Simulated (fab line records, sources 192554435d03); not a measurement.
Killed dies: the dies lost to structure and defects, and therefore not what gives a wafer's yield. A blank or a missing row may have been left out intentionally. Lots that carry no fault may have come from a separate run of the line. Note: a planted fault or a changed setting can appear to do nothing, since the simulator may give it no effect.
fab line records / flow n5Finfet / part 2 of 2: steps 25 to 29 of 29
record: lots: 5 wafers: 15 lastDay: 16
route steps=1938 shown BEOL_M11@1592 BEOL_M12@1602
lots with no fault: from the same line, run without faults
startH: hours from the record's opening day to when the first of the lot's shown wafers began / waitH: hours elapsed since this lot's preceding step / " identical to the entry in the row above / L1.1+2: a single row standing in for several wafers / - no value, or no start was given / * or withheld: withheld / < > ~ a bound
route shown NAME@n: names a module that has steps shown in the file, with the first one's number in the route / usual: mean and standard deviation over wafers with no fault / same: alike in all rows / chamber/n: place in a boat / sites: per-site readings / _std_site: the values' standard deviation / _edge_site: the outer-site mean with the inner-site mean subtracted / radiusMm: for every site, how far away it sits from the centre of the wafer / mask NAME#n: copy n / behind: tool/chamber where the wafer was last shaped / hold: the reason the lot was held/the length of the hold in hours/how it ended / device: which transistor (n, p or np) failed to switch / end of line: the same wafers' tests at the end of the route / where a step has no rows: the recipe by itself / killed: not the wafer's yield, but the dies lost to structure and defects at the first sort / map: per-die view of a wafer (x killed, . not killed, _ where there is no die)
set.NAME: the setting as run; set.NAME@STEP: as run at that earlier step / model.NAME: the simulator's own value behind a step, which no gauge read
certain route steps with their lots: each step a table, each wafer a row
services: a tool's chamber out of use, with start hour (startH, from the record's first day; less than 0 if before it), hours out, and reason
== steps ==
step: N5_BEOL_M12_ETCH_59
recipe: chemistry: N2/H2 target: BARC targetDepthA: 890 overetchA: 267 timeS: 67.9 ionEnergyEv: 200 pressureMtorr: 30 sourceW: 840 biasW: 150 n2FlowSccm: 200 h2FlowSccm: 200
usual: drypumpMotorCurrentA: 5.8/0.37 h2FlowSccm: 200.0/0.61 oesProductAu: 0.69/0.062 rfVppV: 524.9/2.2 showerheadPlenumPTorr: 2.59/0.076 throttleValvePct: 17.68/0.25
same: timeS: 67.9
lot.wafer=L078.2 tool=rieDiel-06 chamber=3 startH=254.16 waitH=0.0 drypumpMotorCurrentA=6.6 h2FlowSccm=200.0 oesProductAu=0.84 rfHoursCounterH=1 rfVppV=530.0 showerheadPlenumPTorr=2.72 throttleValvePct=17.23
lot.wafer=L078.3 tool=rieDiel-06 chamber=0 startH=254.16 waitH=0.0 drypumpMotorCurrentA=5.9 h2FlowSccm=200.3 oesProductAu=0.61 rfHoursCounterH=181 rfVppV=523.8 showerheadPlenumPTorr=2.53 throttleValvePct=17.71
lot.wafer=L078.6 tool=rieDiel-06 chamber=0 startH=254.16 waitH=0.0 drypumpMotorCurrentA=5.9 h2FlowSccm=200.1 oesProductAu=0.61 rfHoursCounterH=- rfVppV=522.6 showerheadPlenumPTorr=2.53 throttleValvePct=17.73
lot.wafer=L081.1 tool=rieDiel-06 chamber=3 startH=281.37 waitH=0.0 drypumpMotorCurrentA=6.6 h2FlowSccm=200.5 oesProductAu=0.81 rfHoursCounterH=10 rfVppV=528.7 showerheadPlenumPTorr=2.72 throttleValvePct=17.26
lot.wafer=L081.2 tool=rieDiel-06 chamber=1 startH=281.37 waitH=0.0 drypumpMotorCurrentA=6.5 h2FlowSccm=199.8 oesProductAu=0.71 rfHoursCounterH=96 rfVppV=526.5 showerheadPlenumPTorr=2.68 throttleValvePct=17.83
lot.wafer=L081.4 tool=rieDiel-06 chamber=0 startH=281.37 waitH=0.0 drypumpMotorCurrentA=5.9 h2FlowSccm=200.0 oesProductAu=0.60 rfHoursCounterH=190 rfVppV=523.6 showerheadPlenumPTorr=2.52 throttleValvePct=17.74
lot.wafer=L086.2 tool=rieDiel-05 chamber=1 startH=306.17 waitH=0.0 drypumpMotorCurrentA=5.7 h2FlowSccm=200.7 oesProductAu=0.60 rfHoursCounterH=188 rfVppV=527.3 showerheadPlenumPTorr=2.64 throttleValvePct=17.75
lot.wafer=L086.3 tool=rieDiel-05 chamber=3 startH=306.17 waitH=0.0 drypumpMotorCurrentA=5.9 h2FlowSccm=200.2 oesProductAu=0.77 rfHoursCounterH=24 rfVppV=521.7 showerheadPlenumPTorr=2.50 throttleValvePct=17.68
lot.wafer=L086.4 tool=rieDiel-05 chamber=2 startH=306.17 waitH=0.0 drypumpMotorCurrentA=5.8 h2FlowSccm=199.6 oesProductAu=0.70 rfHoursCounterH=73 rfVppV=523.4 showerheadPlenumPTorr=2.58 throttleValvePct=17.29
lot.wafer=L088.1 tool=rieDiel-05 chamber=1 startH=314.70 waitH=0.0 drypumpMotorCurrentA=5.7 h2FlowSccm=199.5 oesProductAu=0.60 rfHoursCounterH=192 rfVppV=526.5 showerheadPlenumPTorr=2.64 throttleValvePct=17.73
lot.wafer=L088.3 tool=rieDiel-05 chamber=3 startH=314.70 waitH=0.0 drypumpMotorCurrentA=5.9 h2FlowSccm=198.8 oesProductAu=0.77 rfHoursCounterH=27 rfVppV=522.2 showerheadPlenumPTorr=2.49 throttleValvePct=17.66
lot.wafer=L088.4 tool=rieDiel-05 chamber=0 startH=314.70 waitH=0.0 drypumpMotorCurrentA=5.0 h2FlowSccm=200.2 oesProductAu=0.69 rfHoursCounterH=70 rfVppV=526.8 showerheadPlenumPTorr=2.69 throttleValvePct=17.96
lot.wafer=L090.1 tool=rieDiel-05 chamber=3 startH=334.08 waitH=0.0 drypumpMotorCurrentA=5.9 h2FlowSccm=200.1 oesProductAu=0.75 rfHoursCounterH=34 rfVppV=523.0 showerheadPlenumPTorr=2.49 throttleValvePct=17.67
lot.wafer=L090.4 tool=rieDiel-05 chamber=0 startH=334.08 waitH=0.0 drypumpMotorCurrentA=5.1 h2FlowSccm=199.7 oesProductAu=0.69 rfHoursCounterH=77 rfVppV=527.7 showerheadPlenumPTorr=2.69 throttleValvePct=17.98
lot.wafer=L090.5 tool=rieDiel-05 chamber=2 startH=334.08 waitH=0.0 drypumpMotorCurrentA=5.8 h2FlowSccm=199.2 oesProductAu=0.70 rfHoursCounterH=- rfVppV=525.0 showerheadPlenumPTorr=2.57 throttleValvePct=17.32
step: N5_BEOL_M12_VIA_ETCH_16
recipe: chemistry: C4F8/O2/Ar target: SiOC pressureMtorr: 30 sourceW: 3000 biasW: 700 Ar_flow_sccm: 400 C4F8_flow_sccm: 15 O2_flow_sccm: 8 heInnerTorr: 15 heOuterTorr: 30 targetDepthA: 7248 timeS: withheld ionEnergyEv: 250 ends: cleared
usual: drypumpMotorCurrentA: 5.8/0.37 mfcArSccm: 400.0/1.3 oesProductAu: 0.73/0.069 rfVppV: 666.8/2.6 showerheadPlenumPTorr: 3.47/0.093 throttleValvePct: 24.00/0.25
lot.wafer=L078.2 tool=rieDiel-06 chamber=3 startH=254.21 waitH=0.0 drypumpMotorCurrentA=6.6 mfcArSccm=398.4 oesProductAu=0.91 rfVppV=670.7 showerheadPlenumPTorr=3.62 throttleValvePct=23.51
lot.wafer=L078.3 tool=rieDiel-06 chamber=0 startH=254.21 waitH=0.0 drypumpMotorCurrentA=5.9 mfcArSccm=400.8 oesProductAu=0.65 rfVppV=665.9 showerheadPlenumPTorr=3.39 throttleValvePct=24.01
lot.wafer=L078.6 tool=rieDiel-06 chamber=0 startH=254.21 waitH=0.0 drypumpMotorCurrentA=5.9 mfcArSccm=400.2 oesProductAu=0.65 rfVppV=665.7 showerheadPlenumPTorr=3.39 throttleValvePct=23.99
lot.wafer=L081.1 tool=rieDiel-06 chamber=3 startH=281.42 waitH=0.0 drypumpMotorCurrentA=6.6 mfcArSccm=399.8 oesProductAu=0.86 rfVppV=671.3 showerheadPlenumPTorr=3.62 throttleValvePct=23.51
lot.wafer=L081.2 tool=rieDiel-06 chamber=1 startH=281.42 waitH=0.0 drypumpMotorCurrentA=6.4 mfcArSccm=401.2 oesProductAu=0.74 rfVppV=670.0 showerheadPlenumPTorr=3.58 throttleValvePct=24.14
lot.wafer=L081.4 tool=rieDiel-06 chamber=0 startH=281.42 waitH=0.0 drypumpMotorCurrentA=5.9 mfcArSccm=399.4 oesProductAu=0.64 rfVppV=664.0 showerheadPlenumPTorr=3.39 throttleValvePct=24.00
lot.wafer=L086.2 tool=rieDiel-05 chamber=1 startH=306.22 waitH=0.0 drypumpMotorCurrentA=5.6 mfcArSccm=401.6 oesProductAu=0.63 rfVppV=668.8 showerheadPlenumPTorr=3.53 throttleValvePct=24.02
lot.wafer=L086.3 tool=rieDiel-05 chamber=3 startH=306.22 waitH=0.0 drypumpMotorCurrentA=5.9 mfcArSccm=399.8 oesProductAu=0.81 rfVppV=664.1 showerheadPlenumPTorr=3.35 throttleValvePct=24.03
lot.wafer=L086.4 tool=rieDiel-05 chamber=2 startH=306.22 waitH=0.0 drypumpMotorCurrentA=5.8 mfcArSccm=400.3 oesProductAu=0.75 rfVppV=667.0 showerheadPlenumPTorr=3.45 throttleValvePct=23.59
lot.wafer=L088.1 tool=rieDiel-05 chamber=1 startH=314.75 waitH=0.0 drypumpMotorCurrentA=5.7 mfcArSccm=399.4 oesProductAu=0.62 rfVppV=669.5 showerheadPlenumPTorr=3.53 throttleValvePct=24.03
lot.wafer=L088.3 tool=rieDiel-05 chamber=3 startH=314.75 waitH=0.0 drypumpMotorCurrentA=5.9 mfcArSccm=401.5 oesProductAu=0.81 rfVppV=663.1 showerheadPlenumPTorr=3.35 throttleValvePct=24.02
lot.wafer=L088.4 tool=rieDiel-05 chamber=0 startH=314.75 waitH=0.0 drypumpMotorCurrentA=5.1 mfcArSccm=399.8 oesProductAu=0.73 rfVppV=670.0 showerheadPlenumPTorr=3.60 throttleValvePct=24.27
lot.wafer=L090.1 tool=rieDiel-05 chamber=3 startH=334.13 waitH=0.0 drypumpMotorCurrentA=5.9 mfcArSccm=398.9 oesProductAu=0.80 rfVppV=663.5 showerheadPlenumPTorr=3.35 throttleValvePct=24.03
lot.wafer=L090.4 tool=rieDiel-05 chamber=0 startH=334.13 waitH=0.0 drypumpMotorCurrentA=5.1 mfcArSccm=399.1 oesProductAu=0.73 rfVppV=669.8 showerheadPlenumPTorr=3.59 throttleValvePct=24.28
lot.wafer=L090.5 tool=rieDiel-05 chamber=2 startH=334.13 waitH=0.0 drypumpMotorCurrentA=5.8 mfcArSccm=401.4 oesProductAu=0.74 rfVppV=665.7 showerheadPlenumPTorr=3.44 throttleValvePct=23.61
step: N5_BEOL_M12_STRIP_63
recipe: chemistry: N2/H2 powerW: 1000 tempC: 250 h2Frac: 0.65 overashFraction: 0.3 pressureMtorr: 1000 n2FlowSccm: 1750 h2FlowSccm: 3250
usual: drypumpMotorCurrentA: 5.9/0.48 h2FlowSccm: 3249/10 heaterPowerW: 366/30 oesProductAu: 0.693/0.0051 stripTimeToEndpointS: 42.6/0.75
lot.wafer=L078.2 tool=plasmaAsher-01 chamber=1 startH=254.41 waitH=- drypumpMotorCurrentA=5.5 h2FlowSccm=3260 heaterPowerW=312 oesProductAu=0.688 rfHoursCounterH=83 stripTimeToEndpointS=42.4
lot.wafer=L078.3 tool=plasmaAsher-01 chamber=0 startH=254.41 waitH=- drypumpMotorCurrentA=6.6 h2FlowSccm=3240 heaterPowerW=381 oesProductAu=0.694 rfHoursCounterH=- stripTimeToEndpointS=43.0
lot.wafer=L078.6 tool=plasmaAsher-01 chamber=0 startH=254.41 waitH=- drypumpMotorCurrentA=6.6 h2FlowSccm=3249 heaterPowerW=391 oesProductAu=0.702 rfHoursCounterH=- stripTimeToEndpointS=41.9
lot.wafer=L081.1 tool=plasmaAsher-01 chamber=0 startH=281.62 waitH=- drypumpMotorCurrentA=6.6 h2FlowSccm=3250 heaterPowerW=384 oesProductAu=0.692 rfHoursCounterH=90 stripTimeToEndpointS=43.7
lot.wafer=L081.2 tool=plasmaAsher-01 chamber=1 startH=281.62 waitH=- drypumpMotorCurrentA=5.5 h2FlowSccm=3260 heaterPowerW=320 oesProductAu=0.694 rfHoursCounterH=90 stripTimeToEndpointS=43.5
lot.wafer=L081.4 tool=plasmaAsher-01 chamber=1 startH=281.62 waitH=- drypumpMotorCurrentA=5.5 h2FlowSccm=3252 heaterPowerW=322 oesProductAu=0.686 rfHoursCounterH=- stripTimeToEndpointS=43.4
lot.wafer=L086.2 tool=plasmaAsher-02 chamber=1 startH=306.42 waitH=- drypumpMotorCurrentA=6.2 h2FlowSccm=3259 heaterPowerW=374 oesProductAu=0.683 rfHoursCounterH=120 stripTimeToEndpointS=43.3
lot.wafer=L086.3 tool=plasmaAsher-02 chamber=1 startH=306.42 waitH=- drypumpMotorCurrentA=6.1 h2FlowSccm=3246 heaterPowerW=390 oesProductAu=0.677 rfHoursCounterH=- stripTimeToEndpointS=44.2
lot.wafer=L086.4 tool=plasmaAsher-02 chamber=0 startH=306.42 waitH=- drypumpMotorCurrentA=5.5 h2FlowSccm=3243 heaterPowerW=388 oesProductAu=0.682 rfHoursCounterH=- stripTimeToEndpointS=42.6
lot.wafer=L088.1 tool=plasmaAsher-02 chamber=0 startH=314.95 waitH=- drypumpMotorCurrentA=5.4 h2FlowSccm=3255 heaterPowerW=396 oesProductAu=0.692 rfHoursCounterH=121 stripTimeToEndpointS=43.8
lot.wafer=L088.3 tool=plasmaAsher-02 chamber=1 startH=314.95 waitH=- drypumpMotorCurrentA=6.2 h2FlowSccm=3251 heaterPowerW=380 oesProductAu=0.698 rfHoursCounterH=- stripTimeToEndpointS=43.3
lot.wafer=L088.4 tool=plasmaAsher-02 chamber=0 startH=314.95 waitH=- drypumpMotorCurrentA=5.5 h2FlowSccm=3255 heaterPowerW=378 oesProductAu=0.689 rfHoursCounterH=- stripTimeToEndpointS=43.3
lot.wafer=L090.1 tool=plasmaAsher-01 chamber=1 startH=334.33 waitH=- drypumpMotorCurrentA=5.5 h2FlowSccm=3227 heaterPowerW=316 oesProductAu=0.697 rfHoursCounterH=102 stripTimeToEndpointS=42.7
lot.wafer=L090.4 tool=plasmaAsher-01 chamber=0 startH=334.33 waitH=- drypumpMotorCurrentA=6.6 h2FlowSccm=3267 heaterPowerW=392 oesProductAu=0.702 rfHoursCounterH=- stripTimeToEndpointS=41.5
lot.wafer=L090.5 tool=plasmaAsher-01 chamber=1 startH=334.33 waitH=- drypumpMotorCurrentA=5.5 h2FlowSccm=3231 heaterPowerW=316 oesProductAu=0.699 rfHoursCounterH=- stripTimeToEndpointS=42.1
step: N5_BEOL_M12_STRIP_64
recipe: chemistry: N2/H2 powerW: 1000 tempC: 250 h2Frac: 0.65 overashFraction: 0.3 pressureMtorr: withheld n2FlowSccm: 1750 h2FlowSccm: 3250
usual: drypumpMotorCurrentA: 5.9/0.48 h2FlowSccm: 3250/9.2 heaterPowerW: 366/29 oesProductAu: 0.714/0.0052 stripTimeToEndpointS: 31.29/0.059
lot.wafer=L078.2 tool=plasmaAsher-01 chamber=1 startH=254.47 waitH=0.0 drypumpMotorCurrentA=5.5 h2FlowSccm=3246 heaterPowerW=320 oesProductAu=0.712 rfHoursCounterH=83 stripTimeToEndpointS=31.25
lot.wafer=L078.3 tool=plasmaAsher-01 chamber=0 startH=254.47 waitH=0.0 drypumpMotorCurrentA=6.6 h2FlowSccm=3242 heaterPowerW=381 oesProductAu=0.708 rfHoursCounterH=- stripTimeToEndpointS=31.27
lot.wafer=L078.6 tool=plasmaAsher-01 chamber=0 startH=254.47 waitH=0.0 drypumpMotorCurrentA=6.6 h2FlowSccm=3237 heaterPowerW=379 oesProductAu=0.710 rfHoursCounterH=- stripTimeToEndpointS=31.28
lot.wafer=L081.1 tool=plasmaAsher-01 chamber=0 startH=281.68 waitH=0.0 drypumpMotorCurrentA=6.6 h2FlowSccm=3250 heaterPowerW=389 oesProductAu=0.725 rfHoursCounterH=90 stripTimeToEndpointS=31.33
lot.wafer=L081.2 tool=plasmaAsher-01 chamber=1 startH=281.68 waitH=0.0 drypumpMotorCurrentA=5.5 h2FlowSccm=3250 heaterPowerW=315 oesProductAu=0.710 rfHoursCounterH=90 stripTimeToEndpointS=31.35
lot.wafer=L081.4 tool=plasmaAsher-01 chamber=1 startH=281.68 waitH=0.0 drypumpMotorCurrentA=5.5 h2FlowSccm=3243 heaterPowerW=319 oesProductAu=0.711 rfHoursCounterH=- stripTimeToEndpointS=31.30
lot.wafer=L086.2 tool=plasmaAsher-02 chamber=1 startH=306.48 waitH=0.0 drypumpMotorCurrentA=6.1 h2FlowSccm=3260 heaterPowerW=378 oesProductAu=0.710 rfHoursCounterH=120 stripTimeToEndpointS=31.28
lot.wafer=L086.3 tool=plasmaAsher-02 chamber=1 startH=306.48 waitH=0.0 drypumpMotorCurrentA=6.1 h2FlowSccm=3242 heaterPowerW=378 oesProductAu=0.710 rfHoursCounterH=- stripTimeToEndpointS=31.24
lot.wafer=L086.4 tool=plasmaAsher-02 chamber=0 startH=306.48 waitH=0.0 drypumpMotorCurrentA=5.5 h2FlowSccm=3247 heaterPowerW=396 oesProductAu=0.730 rfHoursCounterH=- stripTimeToEndpointS=31.29
lot.wafer=L088.1 tool=plasmaAsher-02 chamber=0 startH=315.01 waitH=0.0 drypumpMotorCurrentA=5.5 h2FlowSccm=3245 heaterPowerW=383 oesProductAu=0.716 rfHoursCounterH=121 stripTimeToEndpointS=31.22
lot.wafer=L088.3 tool=plasmaAsher-02 chamber=1 startH=315.01 waitH=0.0 drypumpMotorCurrentA=6.2 h2FlowSccm=3249 heaterPowerW=376 oesProductAu=0.713 rfHoursCounterH=- stripTimeToEndpointS=31.18
lot.wafer=L088.4 tool=plasmaAsher-02 chamber=0 startH=315.01 waitH=0.0 drypumpMotorCurrentA=5.5 h2FlowSccm=3250 heaterPowerW=395 oesProductAu=0.712 rfHoursCounterH=- stripTimeToEndpointS=31.20
lot.wafer=L090.1 tool=plasmaAsher-01 chamber=1 startH=334.39 waitH=0.0 drypumpMotorCurrentA=5.5 h2FlowSccm=3251 heaterPowerW=315 oesProductAu=0.711 rfHoursCounterH=102 stripTimeToEndpointS=31.18
lot.wafer=L090.4 tool=plasmaAsher-01 chamber=0 startH=334.39 waitH=0.0 drypumpMotorCurrentA=6.6 h2FlowSccm=3246 heaterPowerW=383 oesProductAu=0.722 rfHoursCounterH=- stripTimeToEndpointS=31.23
lot.wafer=L090.5 tool=plasmaAsher-01 chamber=1 startH=334.39 waitH=0.0 drypumpMotorCurrentA=5.5 h2FlowSccm=3266 heaterPowerW=317 oesProductAu=0.710 rfHoursCounterH=- stripTimeToEndpointS=31.20
step: N5_BEOL_M12_STRIP_71
recipe: chemistry: postEtchResidueRemover timeS: 60 tempC: 25 removerPh: withheld removerWaterWtPct: withheld removerFluorideWtPct: withheld
same: timeS: 60
lot.wafer=L078.2+3+6 tool=wetBench-05 chamber=2,1,0 startH=254.56 waitH=0.1
lot.wafer=L081.1+2+4 tool=wetBench-06 chamber=5,7,3 startH=281.77 waitH=0.1
lot.wafer=L086.2+3+4 tool=wetBench-06 chamber=0,3,1 startH=306.57 waitH=0.1
lot.wafer=L088.1+3+4 tool=wetBench-03 chamber=4,5,6 startH=315.10 waitH=0.1
lot.wafer=L090.1+4+5 tool=wetBench-05 chamber=1,5,7 startH=334.48 waitH=0.1
== services ==
tool=cmp-02 chamber=- startH=230.48 hours=1.0 kind=repair
tool=plasmaAsher-01 chamber=- startH=232.71 hours=0.5 kind=repair
tool=ecdCu-02 chamber=- startH=241.74 hours=2.8 kind=repair
tool=cvdCo-01 chamber=- startH=263.62 hours=0.5 kind=repair
tool=ecdCu-02 chamber=- startH=266.55 hours=4.8 kind=pm
tool=krfScanner-01 chamber=- startH=270.20 hours=0.4 kind=repair
tool=pecvd-02 chamber=2 startH=273.24 hours=6.8 kind=repair
tool=cvdCo-01 chamber=- startH=273.90 hours=6.9 kind=pm
tool=cvdCo-02 chamber=1 startH=278.12 hours=4.1 kind=repair
tool=pecvd-01 chamber=1 startH=289.93 hours=18.0 kind=repair
tool=cvdCo-01 chamber=- startH=291.28 hours=6.0 kind=pm
tool=krfScanner-01 chamber=- startH=292.31 hours=1.1 kind=repair
tool=pecvd-01 chamber=0 startH=293.05 hours=6.1 kind=repair
tool=krfScanner-01 chamber=- startH=294.18 hours=1.0 kind=pm
tool=cmp-04 chamber=- startH=295.51 hours=4.1 kind=repair
tool=pvdSputter-01 chamber=- startH=300.26 hours=1.2 kind=repair
tool=cmp-04 chamber=- startH=309.66 hours=4.0 kind=pm
tool=cvdCo-02 chamber=- startH=311.75 hours=5.6 kind=repair
tool=pecvd-01 chamber=2 startH=315.64 hours=3.9 kind=repair
tool=krfScanner-01 chamber=- startH=316.78 hours=0.8 kind=pm
tool=pecvd-01 chamber=- startH=318.23 hours=0.4 kind=repair
tool=krfScanner-01 chamber=- startH=323.69 hours=1.3 kind=pm
tool=pvdSputter-01 chamber=- startH=330.77 hours=4.0 kind=repair
tool=plasmaAsher-02 chamber=- startH=332.21 hours=4.7 kind=repair
